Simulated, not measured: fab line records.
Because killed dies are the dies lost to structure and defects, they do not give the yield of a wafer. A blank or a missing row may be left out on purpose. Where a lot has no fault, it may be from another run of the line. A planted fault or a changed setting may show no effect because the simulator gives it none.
Which tool is to blame? || flow nand_harc || 24 lots with 72 wafers sampled at 4 steps, on a route of 1302 steps

WHAT THE GAUGES SHOWED, per wafer
NHARC_P_STI_INSPECT_25. Usual: raw_defect_count at 238, with a standard deviation of 84.
{"lot": "L074", "measured": "day 3 23:07", "on": "defect_inspect-01", "raw_defect_count": "233 292 258", "flag": ""}
{"lot": "L075", "measured": "day 4 10:08", "on": "defect_inspect-01", "raw_defect_count": "296 246 357", "flag": ""}
{"lot": "L076", "measured": "day 4 20:36", "on": "defect_inspect-02", "raw_defect_count": "334 517 370", "flag": ""}
{"lot": "L077", "measured": "day 5 07:51", "on": "defect_inspect-02", "raw_defect_count": "316 471 305", "flag": ""}
{"lot": "L078", "measured": "day 5 12:43", "on": "defect_inspect-01", "raw_defect_count": "163 251 346", "flag": ""}
{"lot": "L079", "measured": "day 6 01:29", "on": "defect_inspect-02", "raw_defect_count": "191 283 266", "flag": ""}
{"lot": "L080", "measured": "day 6 13:22", "on": "defect_inspect-02", "raw_defect_count": "202 274 169", "flag": ""}
{"lot": "L081", "measured": "day 7 07:13", "on": "defect_inspect-01", "raw_defect_count": "173 192 160", "flag": ""}
{"lot": "L082", "measured": "day 7 07:13", "on": "defect_inspect-02", "raw_defect_count": "191 209 197", "flag": ""}
{"lot": "L083", "measured": "day 8 03:28", "on": "defect_inspect-02", "raw_defect_count": "292 218 305", "flag": ""}
{"lot": "L084", "measured": "day 8 03:28", "on": "defect_inspect-01", "raw_defect_count": "171 177 278", "flag": ""}
{"lot": "L085", "measured": "day 8 14:06", "on": "defect_inspect-01", "raw_defect_count": "137 161 205", "flag": ""}
{"lot": "L086", "measured": "day 8 23:40", "on": "defect_inspect-02", "raw_defect_count": "326 157 209", "flag": ""}
{"lot": "L087", "measured": "day 9 22:37", "on": "defect_inspect-01", "raw_defect_count": "168 105 196", "flag": ""}
{"lot": "L088", "measured": "day 9 22:35", "on": "defect_inspect-02", "raw_defect_count": "169 117 168", "flag": ""}
{"lot": "L089", "measured": "day 10 06:23", "on": "defect_inspect-02", "raw_defect_count": "428 233 141", "flag": ""}
{"lot": "L090", "measured": "day 10 14:41", "on": "defect_inspect-01", "raw_defect_count": "250 198 256", "flag": ""}
{"lot": "L091", "measured": "day 11 02:07", "on": "defect_inspect-02", "raw_defect_count": "155 220 134", "flag": ""}
{"lot": "L092", "measured": "day 11 11:44", "on": "defect_inspect-02", "raw_defect_count": "222 319 195", "flag": ""}
{"lot": "L093", "measured": "day 11 21:29", "on": "defect_inspect-02", "raw_defect_count": "133 210 180", "flag": ""}
{"lot": "L094", "measured": "day 12 09:10", "on": "defect_inspect-02", "raw_defect_count": "115 321 171", "flag": ""}
{"lot": "L095", "measured": "day 12 22:53", "on": "defect_inspect-01", "raw_defect_count": "202 319 311", "flag": ""}
{"lot": "L096", "measured": "day 13 03:32", "on": "defect_inspect-02", "raw_defect_count": "255 244 357", "flag": ""}
{"lot": "L097", "measured": "day 13 12:53", "on": "defect_inspect-01", "raw_defect_count": "137 254 117", "flag": ""}

WHAT TOOL EACH LOT RAN ON (gives the tool, then ch and the chambers of the sampled wafers, and finally the start)
{"lot": "L074", "NHARC_P_ZERO_WELL_RTA_42": "rtp_anneal-01 ch 0, day 2 03:07", "NHARC_P_STI_DESCUM_14": "rie_diel-06 ch 1,2, day 2 20:39", "NHARC_P_STI_CMP_21": "cmp-02 ch 0,2,3, day 3 15:08"}
{"lot": "L075", "NHARC_P_ZERO_WELL_RTA_42": "rtp_anneal-02 ch 0, day 2 12:44", "NHARC_P_STI_DESCUM_14": "rie_diel-10 ch 0,2, day 3 06:06", "NHARC_P_STI_CMP_21": "cmp-02 ch 0,1, day 4 00:38"}
{"lot": "L076", "NHARC_P_ZERO_WELL_RTA_42": "rtp_anneal-02 ch 0, day 2 23:58", "NHARC_P_STI_DESCUM_14": "rie_diel-06 ch 0,1,3, day 3 15:58", "NHARC_P_STI_CMP_21": "cmp-02 ch 0,3, day 4 12:09"}
{"lot": "L077", "NHARC_P_ZERO_WELL_RTA_42": "rtp_anneal-02 ch 0, day 3 08:39", "NHARC_P_STI_DESCUM_14": "rie_diel-10 ch 1,2, day 4 04:00", "NHARC_P_STI_CMP_21": "cmp-02 ch 2,3, day 4 22:05"}
{"lot": "L078", "NHARC_P_ZERO_WELL_RTA_42": "rtp_anneal-02 ch 0, day 3 18:59", "NHARC_P_STI_DESCUM_14": "rie_diel-06 ch 0,2,3, day 4 10:34", "NHARC_P_STI_CMP_21": "cmp-02 ch 0,1,3, day 5 04:55"}
{"lot": "L079", "NHARC_P_ZERO_WELL_RTA_42": "rtp_anneal-02 ch 0, day 4 04:56", "NHARC_P_STI_DESCUM_14": "rie_diel-10 ch 1,2, day 4 21:23", "NHARC_P_STI_CMP_21": "cmp-01 ch 1,2, day 5 16:24"}
{"lot": "L080", "NHARC_P_ZERO_WELL_RTA_42": "rtp_anneal-02 ch 0, day 4 14:56", "NHARC_P_STI_DESCUM_14": "rie_diel-07 ch 1,2, day 5 07:50", "NHARC_P_STI_CMP_21": "cmp-04 ch 0,1,2, day 6 05:28"}
{"lot": "L081", "NHARC_P_ZERO_WELL_RTA_42": "rtp_anneal-02 ch 0, day 5 01:06", "NHARC_P_STI_DESCUM_14": "rie_diel-07 ch 0,2,3, day 5 20:43", "NHARC_P_STI_CMP_21": "cmp-02 ch 0,2,3, day 6 20:52"}
{"lot": "L082", "NHARC_P_ZERO_WELL_RTA_42": "rtp_anneal-02 ch 0, day 5 11:11", "NHARC_P_STI_DESCUM_14": "rie_diel-06 ch 1,2,3, day 6 05:11", "NHARC_P_STI_CMP_21": "cmp-04 ch 0,3, day 6 20:50"}
{"lot": "L083", "NHARC_P_ZERO_WELL_RTA_42": "rtp_anneal-02 ch 0, day 5 21:22", "NHARC_P_STI_DESCUM_14": "rie_diel-10 ch 1,2,3, day 6 16:21", "NHARC_P_STI_CMP_21": "cmp-01 ch 0,1,2, day 7 16:33"}
{"lot": "L084", "NHARC_P_ZERO_WELL_RTA_42": "rtp_anneal-02 ch 0, day 6 06:47", "NHARC_P_STI_DESCUM_14": "rie_diel-10 ch 0,2,3, day 7 01:34", "NHARC_P_STI_CMP_21": "cmp-04 ch 0,3, day 7 20:25"}
{"lot": "L085", "NHARC_P_ZERO_WELL_RTA_42": "rtp_anneal-01 ch 0, day 6 17:00", "NHARC_P_STI_DESCUM_14": "rie_diel-07 ch 0,3, day 7 11:28", "NHARC_P_STI_CMP_21": "cmp-01 ch 0,1,3, day 8 06:16"}
{"lot": "L086", "NHARC_P_ZERO_WELL_RTA_42": "rtp_anneal-01 ch 0, day 7 03:19", "NHARC_P_STI_DESCUM_14": "rie_diel-07 ch 0,1,2, day 7 19:28", "NHARC_P_STI_CMP_21": "cmp-01 ch 0,2,3, day 8 13:41"}
{"lot": "L087", "NHARC_P_ZERO_WELL_RTA_42": "rtp_anneal-02 ch 0, day 7 12:47", "NHARC_P_STI_DESCUM_14": "rie_diel-10 ch 0,1,3, day 8 07:19", "NHARC_P_STI_CMP_21": "cmp-01 ch 0,2,3, day 9 14:37"}
{"lot": "L088", "NHARC_P_ZERO_WELL_RTA_42": "rtp_anneal-01 ch 0, day 7 22:59", "NHARC_P_STI_DESCUM_14": "rie_diel-06 ch 0,2,3, day 8 16:13", "NHARC_P_STI_CMP_21": "cmp-04 ch 0,2,3, day 9 14:37"}
{"lot": "L089", "NHARC_P_ZERO_WELL_RTA_42": "rtp_anneal-01 ch 0, day 8 09:01", "NHARC_P_STI_DESCUM_14": "rie_diel-10 ch 2,3, day 9 03:25", "NHARC_P_STI_CMP_21": "cmp-01 ch 0,3, day 9 21:56"}
{"lot": "L090", "NHARC_P_ZERO_WELL_RTA_42": "rtp_anneal-01 ch 0, day 8 19:05", "NHARC_P_STI_DESCUM_14": "rie_diel-06 ch 0,3, day 9 10:56", "NHARC_P_STI_CMP_21": "cmp-01 ch 1,2,3, day 10 06:15"}
{"lot": "L091", "NHARC_P_ZERO_WELL_RTA_42": "rtp_anneal-01 ch 0, day 9 05:32", "NHARC_P_STI_DESCUM_14": "rie_diel-06 ch 0,1,2, day 9 22:26", "NHARC_P_STI_CMP_21": "cmp-01 ch 0,3, day 10 17:20"}
{"lot": "L092", "NHARC_P_ZERO_WELL_RTA_42": "rtp_anneal-01 ch 0, day 9 14:58", "NHARC_P_STI_DESCUM_14": "rie_diel-10 ch 0,1,3, day 10 08:56", "NHARC_P_STI_CMP_21": "cmp-02 ch 0,1,3, day 11 03:49"}
{"lot": "L093", "NHARC_P_ZERO_WELL_RTA_42": "rtp_anneal-01 ch 0, day 10 00:55", "NHARC_P_STI_DESCUM_14": "rie_diel-06 ch 1,3, day 10 19:07", "NHARC_P_STI_CMP_21": "cmp-02 ch 0,1,3, day 11 13:47"}
{"lot": "L094", "NHARC_P_ZERO_WELL_RTA_42": "rtp_anneal-02 ch 0, day 10 12:02", "NHARC_P_STI_DESCUM_14": "rie_diel-06 ch 2,3, day 11 06:20", "NHARC_P_STI_CMP_21": "cmp-02 ch 0,1,2, day 12 00:11"}
{"lot": "L095", "NHARC_P_ZERO_WELL_RTA_42": "rtp_anneal-01 ch 0, day 10 21:09", "NHARC_P_STI_DESCUM_14": "rie_diel-10 ch 0,1,3, day 11 15:29", "NHARC_P_STI_CMP_21": "cmp-02 ch 0,2,3, day 12 11:37"}
{"lot": "L096", "NHARC_P_ZERO_WELL_RTA_42": "rtp_anneal-02 ch 0, day 11 06:58", "NHARC_P_STI_DESCUM_14": "rie_diel-10 ch 0,2,3, day 11 22:47", "NHARC_P_STI_CMP_21": "cmp-01 ch 0,2,3, day 12 19:11"}
{"lot": "L097", "NHARC_P_ZERO_WELL_RTA_42": "rtp_anneal-01 ch 0, day 11 17:01", "NHARC_P_STI_DESCUM_14": "rie_diel-07 ch 0,2, day 12 09:54", "NHARC_P_STI_CMP_21": "cmp-02 ch 1,2, day 13 05:02"}
- NHARC_P_ZERO_WELL_RTA_42: time 300 s.
- NHARC_P_STI_DESCUM_14: chemistry O2, time 3 s.
- NHARC_P_STI_CMP_21: polishes, t overpolish 20 s, target thk 380.67 nm.

AS READ BY THE TOOLS THEMSELVES (means over the sampled wafers that have a number; for cases with no such wafer, the mark the record gives instead)
NHARC_P_ZERO_WELL_RTA_42. Usual: lamp_power_pct 35.3 %, standard deviation 1.8; wafer_temp_C_max 1106.8, standard deviation 2.4.
{"lot": "L074", "tool": "rtp_anneal-01", "lamp_power_pct (%)": 37.2, "wafer_temp_C_max": 1107.3, "flag": ""}
{"lot": "L075", "tool": "rtp_anneal-02", "lamp_power_pct (%)": 33.6, "wafer_temp_C_max": 1105.9, "flag": ""}
{"lot": "L076", "tool": "rtp_anneal-02", "lamp_power_pct (%)": 33.5, "wafer_temp_C_max": 1106.4, "flag": ""}
{"lot": "L077", "tool": "rtp_anneal-02", "lamp_power_pct (%)": 33.7, "wafer_temp_C_max": 1104.1, "flag": ""}
{"lot": "L078", "tool": "rtp_anneal-02", "lamp_power_pct (%)": 33.6, "wafer_temp_C_max": 1105.7, "flag": ""}
{"lot": "L079", "tool": "rtp_anneal-02", "lamp_power_pct (%)": 33.6, "wafer_temp_C_max": 1104.4, "flag": ""}
{"lot": "L080", "tool": "rtp_anneal-02", "lamp_power_pct (%)": 33.7, "wafer_temp_C_max": 1105.4, "flag": ""}
{"lot": "L081", "tool": "rtp_anneal-02", "lamp_power_pct (%)": 33.7, "wafer_temp_C_max": 1103.9, "flag": ""}
{"lot": "L082", "tool": "rtp_anneal-02", "lamp_power_pct (%)": 33.7, "wafer_temp_C_max": 1105.2, "flag": ""}
{"lot": "L083", "tool": "rtp_anneal-02", "lamp_power_pct (%)": 33.6, "wafer_temp_C_max": 1105.3, "flag": ""}
{"lot": "L084", "tool": "rtp_anneal-02", "lamp_power_pct (%)": 33.7, "wafer_temp_C_max": 1105.6, "flag": ""}
{"lot": "L085", "tool": "rtp_anneal-01", "lamp_power_pct (%)": 37.2, "wafer_temp_C_max": 1108.0, "flag": ""}
{"lot": "L086", "tool": "rtp_anneal-01", "lamp_power_pct (%)": 37.2, "wafer_temp_C_max": 1109.5, "flag": ""}
{"lot": "L087", "tool": "rtp_anneal-02", "lamp_power_pct (%)": 33.7, "wafer_temp_C_max": 1104.5, "flag": ""}
{"lot": "L088", "tool": "rtp_anneal-01", "lamp_power_pct (%)": 37.2, "wafer_temp_C_max": 1107.9, "flag": ""}
{"lot": "L089", "tool": "rtp_anneal-01", "lamp_power_pct (%)": 37.2, "wafer_temp_C_max": 1109.7, "flag": ""}
{"lot": "L090", "tool": "rtp_anneal-01", "lamp_power_pct (%)": 37.1, "wafer_temp_C_max": 1108.5, "flag": ""}
{"lot": "L091", "tool": "rtp_anneal-01", "lamp_power_pct (%)": 37.2, "wafer_temp_C_max": 1108.7, "flag": ""}
{"lot": "L092", "tool": "rtp_anneal-01", "lamp_power_pct (%)": 37.2, "wafer_temp_C_max": 1110.0, "flag": ""}
{"lot": "L093", "tool": "rtp_anneal-01", "lamp_power_pct (%)": 37.2, "wafer_temp_C_max": 1108.7, "flag": ""}
{"lot": "L094", "tool": "rtp_anneal-02", "lamp_power_pct (%)": 33.7, "wafer_temp_C_max": 1106.4, "flag": ""}
{"lot": "L095", "tool": "rtp_anneal-01", "lamp_power_pct (%)": 37.2, "wafer_temp_C_max": 1108.9, "flag": ""}
{"lot": "L096", "tool": "rtp_anneal-02", "lamp_power_pct (%)": 33.7, "wafer_temp_C_max": 1105.3, "flag": ""}
{"lot": "L097", "tool": "rtp_anneal-01", "lamp_power_pct (%)": 37.2, "wafer_temp_C_max": 1108.0, "flag": ""}

NHARC_P_STI_DESCUM_14. Usual: drypump_motor_current_A 5.9 A, standard deviation 0.44; oes_product_au 0.998 a.u., standard deviation 0.012; rf_vpp_V 57.8 V, standard deviation 0.79; showerhead_plenum_p_Torr 1.89 Torr, standard deviation 0.06; throttle_valve_pct 11.311 %, standard deviation 0.0085.
{"lot": "L074", "tool": "rie_diel-06", "drypump_motor_current_A (A)": 6.3, "oes_product_au (a.u.)": 1.011, "rf_vpp_V (V)": 57.3, "showerhead_plenum_p_Torr (Torr)": 1.84, "throttle_valve_pct (%)": 11.312, "flag": ""}
{"lot": "L075", "tool": "rie_diel-10", "drypump_motor_current_A (A)": 5.7, "oes_product_au (a.u.)": 0.996, "rf_vpp_V (V)": 57.7, "showerhead_plenum_p_Torr (Torr)": 1.91, "throttle_valve_pct (%)": 11.318, "flag": ""}
{"lot": "L076", "tool": "rie_diel-06", "drypump_motor_current_A (A)": 6.1, "oes_product_au (a.u.)": 1.005, "rf_vpp_V (V)": 57.4, "showerhead_plenum_p_Torr (Torr)": 1.94, "throttle_valve_pct (%)": 11.310, "flag": ""}
{"lot": "L077", "tool": "rie_diel-10", "drypump_motor_current_A (A)": 5.2, "oes_product_au (a.u.)": 0.987, "rf_vpp_V (V)": 58.4, "showerhead_plenum_p_Torr (Torr)": 1.85, "throttle_valve_pct (%)": 11.310, "flag": ""}
{"lot": "L078", "tool": "rie_diel-06", "drypump_motor_current_A (A)": 6.2, "oes_product_au (a.u.)": 0.994, "rf_vpp_V (V)": 57.8, "showerhead_plenum_p_Torr (Torr)": 1.91, "throttle_valve_pct (%)": 11.306, "flag": ""}
{"lot": "L079", "tool": "rie_diel-10", "drypump_motor_current_A (A)": 5.2, "oes_product_au (a.u.)": 0.999, "rf_vpp_V (V)": 57.3, "showerhead_plenum_p_Torr (Torr)": 1.84, "throttle_valve_pct (%)": 11.313, "flag": ""}
{"lot": "L080", "tool": "rie_diel-07", "drypump_motor_current_A (A)": 6.4, "oes_product_au (a.u.)": 0.991, "rf_vpp_V (V)": 57.6, "showerhead_plenum_p_Torr (Torr)": 1.95, "throttle_valve_pct (%)": 11.314, "flag": ""}
{"lot": "L081", "tool": "rie_diel-07", "drypump_motor_current_A (A)": 5.9, "oes_product_au (a.u.)": 0.997, "rf_vpp_V (V)": 58.2, "showerhead_plenum_p_Torr (Torr)": 1.96, "throttle_valve_pct (%)": 11.301, "flag": ""}
{"lot": "L082", "tool": "rie_diel-06", "drypump_motor_current_A (A)": 6.2, "oes_product_au (a.u.)": 1.009, "rf_vpp_V (V)": 57.1, "showerhead_plenum_p_Torr (Torr)": 1.89, "throttle_valve_pct (%)": 11.315, "flag": ""}
{"lot": "L083", "tool": "rie_diel-10", "drypump_motor_current_A (A)": 5.6, "oes_product_au (a.u.)": 0.997, "rf_vpp_V (V)": 58.1, "showerhead_plenum_p_Torr (Torr)": 1.85, "throttle_valve_pct (%)": 11.311, "flag": ""}
{"lot": "L084", "tool": "rie_diel-10", "drypump_motor_current_A (A)": 5.8, "oes_product_au (a.u.)": 1.004, "rf_vpp_V (V)": 58.2, "showerhead_plenum_p_Torr (Torr)": 1.88, "throttle_valve_pct (%)": 11.304, "flag": ""}
{"lot": "L085", "tool": "rie_diel-07", "drypump_motor_current_A (A)": 5.6, "oes_product_au (a.u.)": 0.999, "rf_vpp_V (V)": 57.9, "showerhead_plenum_p_Torr (Torr)": 1.93, "throttle_valve_pct (%)": 11.316, "flag": ""}
{"lot": "L086", "tool": "rie_diel-07", "drypump_motor_current_A (A)": 6.2, "oes_product_au (a.u.)": 1.013, "rf_vpp_V (V)": 58.8, "showerhead_plenum_p_Torr (Torr)": 1.92, "throttle_valve_pct (%)": 11.310, "flag": ""}
{"lot": "L087", "tool": "rie_diel-10", "drypump_motor_current_A (A)": 6.0, "oes_product_au (a.u.)": 0.998, "rf_vpp_V (V)": 57.4, "showerhead_plenum_p_Torr (Torr)": 1.89, "throttle_valve_pct (%)": 11.312, "flag": ""}
{"lot": "L088", "tool": "rie_diel-06", "drypump_motor_current_A (A)": 6.2, "oes_product_au (a.u.)": 0.998, "rf_vpp_V (V)": 58.2, "showerhead_plenum_p_Torr (Torr)": 1.91, "throttle_valve_pct (%)": 11.318, "flag": ""}
{"lot": "L089", "tool": "rie_diel-10", "drypump_motor_current_A (A)": 5.9, "oes_product_au (a.u.)": 0.998, "rf_vpp_V (V)": 58.1, "showerhead_plenum_p_Torr (Torr)": 1.85, "throttle_valve_pct (%)": 11.315, "flag": ""}
{"lot": "L090", "tool": "rie_diel-06", "drypump_motor_current_A (A)": 6.2, "oes_product_au (a.u.)": 0.995, "rf_vpp_V (V)": 58.3, "showerhead_plenum_p_Torr (Torr)": 1.96, "throttle_valve_pct (%)": 11.315, "flag": ""}
{"lot": "L091", "tool": "rie_diel-06", "drypump_motor_current_A (A)": 6.2, "oes_product_au (a.u.)": 0.994, "rf_vpp_V (V)": 57.2, "showerhead_plenum_p_Torr (Torr)": 1.88, "throttle_valve_pct (%)": 11.308, "flag": ""}
{"lot": "L092", "tool": "rie_diel-10", "drypump_motor_current_A (A)": 6.0, "oes_product_au (a.u.)": 1.002, "rf_vpp_V (V)": 57.5, "showerhead_plenum_p_Torr (Torr)": 1.88, "throttle_valve_pct (%)": 11.310, "flag": ""}
{"lot": "L093", "tool": "rie_diel-06", "drypump_motor_current_A (A)": 6.3, "oes_product_au (a.u.)": 0.987, "rf_vpp_V (V)": 58.2, "showerhead_plenum_p_Torr (Torr)": 1.95, "throttle_valve_pct (%)": 11.322, "flag": ""}
{"lot": "L094", "tool": "rie_diel-06", "drypump_motor_current_A (A)": 6.2, "oes_product_au (a.u.)": 0.994, "rf_vpp_V (V)": 57.4, "showerhead_plenum_p_Torr (Torr)": 1.86, "throttle_valve_pct (%)": 11.309, "flag": ""}
{"lot": "L095", "tool": "rie_diel-10", "drypump_motor_current_A (A)": 6.0, "oes_product_au (a.u.)": 1.002, "rf_vpp_V (V)": 57.2, "showerhead_plenum_p_Torr (Torr)": 1.88, "throttle_valve_pct (%)": 11.309, "flag": ""}
{"lot": "L096", "tool": "rie_diel-10", "drypump_motor_current_A (A)": 5.8, "oes_product_au (a.u.)": 1.006, "rf_vpp_V (V)": 57.4, "showerhead_plenum_p_Torr (Torr)": 1.87, "throttle_valve_pct (%)": 11.313, "flag": ""}
{"lot": "L097", "tool": "rie_diel-07", "drypump_motor_current_A (A)": 6.1, "oes_product_au (a.u.)": 1.002, "rf_vpp_V (V)": 58.1, "showerhead_plenum_p_Torr (Torr)": 1.95, "throttle_valve_pct (%)": 11.315, "flag": ""}

NHARC_P_STI_CMP_21. Usual: motor_current_A 12.5 A, standard deviation 0.91; overpolish_run_s 20.000 s, standard deviation 0.0095.
{"lot": "L074", "tool": "cmp-02", "motor_current_A (A)": 11.9, "overpolish_run_s (s)": 20.001, "flag": ""}
{"lot": "L075", "tool": "cmp-02", "motor_current_A (A)": 13.1, "overpolish_run_s (s)": 20.005, "flag": ""}
{"lot": "L076", "tool": "cmp-02", "motor_current_A (A)": 11.7, "overpolish_run_s (s)": 19.994, "flag": ""}
{"lot": "L077", "tool": "cmp-02", "motor_current_A (A)": 12.6, "overpolish_run_s (s)": 19.991, "flag": ""}
{"lot": "L078", "tool": "cmp-02", "motor_current_A (A)": 12.7, "overpolish_run_s (s)": 19.997, "flag": ""}
{"lot": "L079", "tool": "cmp-01", "motor_current_A (A)": 13.2, "overpolish_run_s (s)": 20.002, "flag": ""}
{"lot": "L080", "tool": "cmp-04", "motor_current_A (A)": 11.8, "overpolish_run_s (s)": 20.002, "flag": ""}
{"lot": "L081", "tool": "cmp-02", "motor_current_A (A)": 12.1, "overpolish_run_s (s)": 20.006, "flag": ""}
{"lot": "L082", "tool": "cmp-04", "motor_current_A (A)": 12.5, "overpolish_run_s (s)": 19.995, "flag": ""}
{"lot": "L083", "tool": "cmp-01", "motor_current_A (A)": 12.9, "overpolish_run_s (s)": 19.988, "flag": ""}
{"lot": "L084", "tool": "cmp-04", "motor_current_A (A)": 12.4, "overpolish_run_s (s)": 19.990, "flag": ""}
{"lot": "L085", "tool": "cmp-01", "motor_current_A (A)": 12.1, "overpolish_run_s (s)": 19.997, "flag": ""}
{"lot": "L086", "tool": "cmp-01", "motor_current_A (A)": 12.7, "overpolish_run_s (s)": 20.002, "flag": ""}
{"lot": "L087", "tool": "cmp-01", "motor_current_A (A)": 13.2, "overpolish_run_s (s)": 20.005, "flag": ""}
{"lot": "L088", "tool": "cmp-04", "motor_current_A (A)": 11.8, "overpolish_run_s (s)": 20.007, "flag": ""}
{"lot": "L089", "tool": "cmp-01", "motor_current_A (A)": 12.5, "overpolish_run_s (s)": 19.991, "flag": ""}
{"lot": "L090", "tool": "cmp-01", "motor_current_A (A)": 12.8, "overpolish_run_s (s)": 20.002, "flag": ""}
{"lot": "L091", "tool": "cmp-01", "motor_current_A (A)": 11.9, "overpolish_run_s (s)": 20.007, "flag": ""}
{"lot": "L092", "tool": "cmp-02", "motor_current_A (A)": 12.6, "overpolish_run_s (s)": 20.004, "flag": ""}
{"lot": "L093", "tool": "cmp-02", "motor_current_A (A)": 12.6, "overpolish_run_s (s)": 19.999, "flag": ""}
{"lot": "L094", "tool": "cmp-02", "motor_current_A (A)": 12.6, "overpolish_run_s (s)": 19.992, "flag": ""}
{"lot": "L095", "tool": "cmp-02", "motor_current_A (A)": 11.6, "overpolish_run_s (s)": 20.008, "flag": ""}
{"lot": "L096", "tool": "cmp-01", "motor_current_A (A)": 12.9, "overpolish_run_s (s)": 20.000, "flag": ""}
{"lot": "L097", "tool": "cmp-02", "motor_current_A (A)": 13.0, "overpolish_run_s (s)": 19.997, "flag": ""}

THE ANSWER, worked out from the rows above alone
Rule: a lot is off if the mean of its wafers that have a number lies more than 3 standard deviations from the usual mean. Also off: a lot with no number at a reading for which 4 or more lots have one. The other lots that the step has rows for count as sound. First the gauges in route order, then the tools' own readings, where a lot's mean is used as printed above. The first step at which some lot is off is used, and at that step the reading that is off furthest; a lot without a number counts as furthest.
No lot is off on any of the readings shown, so nothing can be concluded from this.

WHAT HAD BEEN PUT IN BY THE SIMULATOR
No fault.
